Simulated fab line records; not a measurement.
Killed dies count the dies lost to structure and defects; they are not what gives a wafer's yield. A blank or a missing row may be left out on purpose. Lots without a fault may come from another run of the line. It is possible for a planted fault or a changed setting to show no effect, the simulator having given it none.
Which of the tools did it? | flow n5 finfet | 10 lots, 30 wafers sampled, at 4 steps of a route of 1938

WHAT EACH GAUGE READ, for each wafer
The record lacks any reading of a measuring or inspecting step that a usual standard deviation could be used to judge.

WHAT TOOL EACH LOT RAN ON (gives the tool, then ch and the chambers of the sampled wafers, and finally the start)
lot  | N5_BEOL_M5_VIA_ETCH_34             | N5_BEOL_M5_CURE_80            | N5_BEOL_M5_PRE_CLEAN_45      | N5_BEOL_M5_ALD_86
L680 | rie diel-05 ch 0,3, day 8 11:04    | uv cure-03 ch 0, day 8 11:33  | pvd sputter-03, day 8 11:53  | ald metal-02 ch 1,2, day 8 11:56
L679 | rie diel-01 ch 0,2,3, day 8 14:56  | uv cure-03 ch 0, day 8 15:22  | pvd sputter-01, day 8 15:50  | ald metal-01 ch 0,2,3, day 8 15:55
L681 | rie diel-01 ch 1,3, day 8 17:06    | uv cure-01 ch 2, day 8 17:38  | pvd sputter-02, day 8 18:01  | ald metal-01 ch 0,1, day 8 18:04
L691 | rie diel-06 ch 0,2,3, day 11 01:59 | uv cure-01 ch 0, day 11 02:26 | pvd sputter-02, day 11 02:58 | ald metal-02 ch 0,1,3, day 11 03:02
L690 | rie diel-06 ch 2,3, day 11 10:31   | uv cure-03 ch 2, day 11 11:07 | pvd sputter-03, day 11 11:23 | ald metal-01 ch 1,2, day 11 11:28
L695 | rie diel-05 ch 0,3, day 12 06:28   | uv cure-02 ch 1, day 12 07:00 | pvd sputter-02, day 12 07:22 | ald metal-02 ch 0,1,2, day 12 07:27
L697 | rie diel-05 ch 1,2,3, day 12 14:31 | uv cure-02 ch 2, day 12 15:00 | pvd sputter-02, day 12 15:53 | ald metal-04 ch 1,2,3, day 12 15:56
L700 | rie diel-05 ch 0,1,2, day 13 13:52 | uv cure-02 ch 1, day 13 14:25 | pvd sputter-02, day 13 14:41 | ald metal-04 ch 1,2,3, day 13 14:46
L699 | rie diel-05 ch 0,1,2, day 13 16:39 | uv cure-02 ch 2, day 13 17:05 | pvd sputter-02, day 13 17:50 | ald metal-04 ch 0,1,2, day 13 17:55
L701 | rie diel-06 ch 0,1, day 13 21:32   | uv cure-02 ch 2, day 13 22:05 | pvd sputter-03, day 13 22:59 | ald metal-01 ch 0,1,3, day 13 23:04
- N5_BEOL_M5_VIA_ETCH_34: etches SiCOH lowk in C4F6/O2, target depth 88.3 nm, time 39.2 s.
- N5_BEOL_M5_CURE_80: cures SiCOH lowk, time 120 s.
- N5_BEOL_M5_PRE_CLEAN_45: time 30 s.
- N5_BEOL_M5_ALD_86: deposits TaN, pulse time 2 s, purge time 3 s, co reactant purge time 2 s.

WHAT THE TOOLS THEMSELVES READ (means of the sampled wafers that have a number; where no wafer has one, the mark that the record gives instead)
N5_BEOL_M5_VIA_ETCH_34. Usual: O2_flow_sccm 10.00 sccm, standard deviation 0.03; bias w 185.1 W, standard deviation 0.56; drypump motor current A 5.9 A, standard deviation 0.4; oes_f_703_au 0.78 a.u., standard deviation 0.092; oes_o_777_au 0.77 a.u., standard deviation 0.094; oes product au 0.76 a.u., standard deviation 0.093; rf fwd power W 341.5 W, standard deviation 1.8; rf vpp V 664 V, standard deviation 11; showerhead plenum p Torr 2.84 Torr, standard deviation 0.11; throttle valve pct 20.93 %, standard deviation 0.29.
lot  | tool        | O2_flow_sccm (sccm) | bias w (W) | drypump motor current A (A) | oes_f_703_au (a.u.) | oes_o_777_au (a.u.) | oes product au (a.u.) | rf fwd power W (W) | rf vpp V (V) | showerhead plenum p Torr (Torr) | throttle valve pct (%) | flag
L680 | rie diel-05 | 10.00               | 185.2      | 6.4                         | 0.71                | 0.72                | 0.69                  | 340.9              | 663          | 2.77                            | 21.26                  |
L679 | rie diel-01 | 10.00               | 184.9      | 5.7                         | 0.80                | 0.80                | 0.78                  | 340.6              | 667          | 2.82                            | 20.98                  |
L681 | rie diel-01 | 10.02               | 184.9      | 5.9                         | 0.72                | 0.72                | 0.71                  | 341.9              | 664          | 2.86                            | 21.13                  |
L691 | rie diel-06 | 9.99                | 185.2      | 5.9                         | 0.76                | 0.74                | 0.74                  | 342.3              | 657          | 2.77                            | 21.14                  |
L690 | rie diel-06 | 10.00               | 185.6      | 6.0                         | 0.75                | 0.74                | 0.74                  | 340.6              | 661          | 2.76                            | 21.22                  |
L695 | rie diel-05 | 10.00               | 185.3      | 6.3                         | 0.84                | 0.84                | 0.81                  | 339.5              | 670          | 2.98                            | 21.04                  |
L697 | rie diel-05 | 10.02               | 185.0      | 6.1                         | 0.80                | 0.80                | 0.79                  | 339.9              | 677          | 2.93                            | 20.75                  |
L700 | rie diel-05 | 10.03               | 185.1      | 6.2                         | 1.11                | 1.08                | 0.89                  | 425.7              | 601          | 2.95                            | 20.74                  | OFF
L699 | rie diel-05 | 9.97                | 185.3      | 6.2                         | 1.11                | 1.07                | 0.89                  | 424.4              | 600          | 2.95                            | 20.73                  | OFF
L701 | rie diel-06 | 10.02               | 185.1      | 5.5                         | 0.79                | 0.79                | 0.79                  | 343.4              | 655          | 2.82                            | 20.86                  |

N5_BEOL_M5_CURE_80. Usual: lamp power pct 52.32 %, standard deviation 0.05; wafer_temp_C_max 372.0, standard deviation 0.79.
lot  | tool       | lamp power pct (%) | wafer_temp_C_max | flag
L680 | uv cure-03 | 52.31              | 373.2            |
L679 | uv cure-03 | 52.35              | 372.8            |
L681 | uv cure-01 | 52.33              | 372.6            |
L691 | uv cure-01 | 52.31              | 371.7            |
L690 | uv cure-03 | 52.32              | 372.1            |
L695 | uv cure-02 | 52.35              | 371.1            |
L697 | uv cure-02 | 52.32              | 371.8            |
L700 | uv cure-02 | 52.28              | 370.7            |
L699 | uv cure-02 | 52.33              | 372.5            |
L701 | uv cure-02 | 52.33              | 372.1            |

N5_BEOL_M5_PRE_CLEAN_45. Usual: heater power w 326 W, standard deviation 30; susceptor temp C 250.00 C, standard deviation 0.17.
lot  | tool           | heater power w (W) | susceptor temp C (C) | flag
L680 | pvd sputter-03 | 316                | 249.94               |
L679 | pvd sputter-01 | 334                | 249.83               |
L681 | pvd sputter-02 | 320                | 249.86               |
L691 | pvd sputter-02 | 331                | 250.00               |
L690 | pvd sputter-03 | 341                | 249.89               |
L695 | pvd sputter-02 | 318                | 250.18               |
L697 | pvd sputter-02 | 316                | 249.93               |
L700 | pvd sputter-02 | 298                | 250.02               |
L699 | pvd sputter-02 | 317                | 250.04               |
L701 | pvd sputter-03 | 307                | 250.06               |

N5_BEOL_M5_ALD_86. Usual: heater power outer w 235 W, standard deviation 32; heater power w 428 W, standard deviation 47; susceptor temp C 275.01 C, standard deviation 0.17.
lot  | tool         | heater power outer w (W) | heater power w (W) | susceptor temp C (C) | flag
L680 | ald metal-02 | 257                      | 451                | 274.84               |
L679 | ald metal-01 | 221                      | 414                | 274.93               |
L681 | ald metal-01 | 199                      | 386                | 274.87               |
L691 | ald metal-02 | 252                      | 442                | 275.13               |
L690 | ald metal-01 | 211                      | 389                | 274.91               |
L695 | ald metal-02 | 263                      | 464                | 274.89               |
L697 | ald metal-04 | 257                      | 460                | 275.12               |
L700 | ald metal-04 | 262                      | 474                | 274.99               |
L699 | ald metal-04 | 250                      | 453                | 275.12               |
L701 | ald metal-01 | 205                      | 397                | 274.93               |

THE ANSWER, worked out from the rows above alone
Rule: lot off if the mean of its wafers having a number is beyond 3 standard deviations from the usual mean. Also off: a lot with no number at a reading for which 4 or more lots have one. The other lots that the step has rows for count as sound. First the gauges in route order, then the tools' own readings, where a lot's mean is used as printed above. At the first step where some lot is off, the reading lying furthest off is the one used; lots without a number count as furthest.
Off: L700, L699 (N5_BEOL_M5_VIA_ETCH_34, rf fwd power W).
If a tool, at that step or one of the process steps before it, ran each lot that is off and ran no sound lot following the first of them, it fits. One fits: N5_BEOL_M5_VIA_ETCH_34 on rie diel-05. A fault onset in the window from L697 (day 12 14:31, its last sound lot) to L700 (day 13 13:52, its first lot off) fits.
The tool's own readings at N5_BEOL_M5_VIA_ETCH_34 bear it out: on the lots that are off they differ by more than 5 times the standard deviation of the sound lots' means. oes_f_703_au reads 1.11 a.u. there against 0.77 a.u. on the sound lots; oes_o_777_au reads 1.08 a.u. there against 0.77 a.u. on the sound lots; rf fwd power W reads 425.0 W there against 341.1 W on the sound lots; rf vpp V reads 600 V there against 664 V on the sound lots.

WHAT THE SIMULATOR HAD PUT IN
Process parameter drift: rie diel-05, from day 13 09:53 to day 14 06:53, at N5_BEOL_M5_VIA_ETCH_34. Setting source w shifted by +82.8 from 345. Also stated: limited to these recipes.
Struck lots among those shown: L700, L699. The same result came from the rule above.
